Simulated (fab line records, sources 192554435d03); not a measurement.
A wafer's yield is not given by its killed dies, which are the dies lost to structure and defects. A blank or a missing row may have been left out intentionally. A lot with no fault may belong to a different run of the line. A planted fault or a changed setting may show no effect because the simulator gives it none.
Chamber matching ; flow n5 finfet ; N5_BEOL_M14_CMP_49 on cmp-01 has 4 sister chambers
The step polishes, stops on SiO2, t overpolish 5.2 s, target thk 560 nm. 14 wafers are shown with their chamber, then 6 later ones without.

== WAFERS PAIRED WITH THEIR CHAMBERS ==
wafer;chamber;motor current A (A);barrier field endpoint s (s);time to endpoint s (s)
L938.4;1;7.4;10.9;114
L938.5;3;7.8;11.7;128
L939.1;0;9.4;11.2;114
L939.4;3;7.4;11.5;123
L939.5;0;9.4;11.3;118
L942.1;0;8.8;11.0;118
L942.3;2;8.2;11.2;119
L942.6;0;9.0;11.1;120
L946.1;2;8.1;11.3;119
L946.4;1;6.7;10.8;110
L946.6;1;7.0;10.8;112
L950.1;1;7.1;10.7;111
L950.2;0;9.4;11.3;116
L950.6;1;7.2;10.7;115

SIGNATURES (means of the wafers above)
reading;chamber 0;chamber 1;chamber 2;chamber 3;scatter within a chamber
motor current A;9.200;7.080;8.150;7.600;0.259
barrier field endpoint s;11.180;10.780;11.250;11.600;0.11
time to endpoint s;117.20;112.40;119.00;125.50;2.25
Rule: for a wafer and a chamber, the distance is found by dividing, reading by reading, the gap between the wafer's reading and the chamber's mean by the reading's scatter, squaring, summing and taking the root. If the next closest chamber is less than 2 further off than the closest, the wafer can't be placed; otherwise it belongs to the closest. The scatter: the root of (the sum of the squares of (reading less its chamber's mean) over the shown wafers, divided by (wafers less chambers)).

== WAFERS WHOSE CHAMBER IS MISSING ==
wafer;motor current A (A);barrier field endpoint s (s);time to endpoint s (s)
L949.1;7.9;11.5;126
L949.2;9.5;10.9;119
L949.4;7.3;10.6;110
L953.1;7.4;11.6;130
L953.4;8.3;11.5;124
L953.5;7.3;11.8;131

== WHICH CHAMBER EACH WENT THROUGH ==
wafer;from the rows above;in truth
L949.1;3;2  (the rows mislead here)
L949.2;0;0
L949.4;1;1
L953.1;3;3
L953.4;can't be placed: 3 or 2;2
L953.5;3;3
Placed correctly: 4 of 6. Can't be placed from these rows: 1 (the true chamber is among the candidates in 1). 1 placed wrongly.
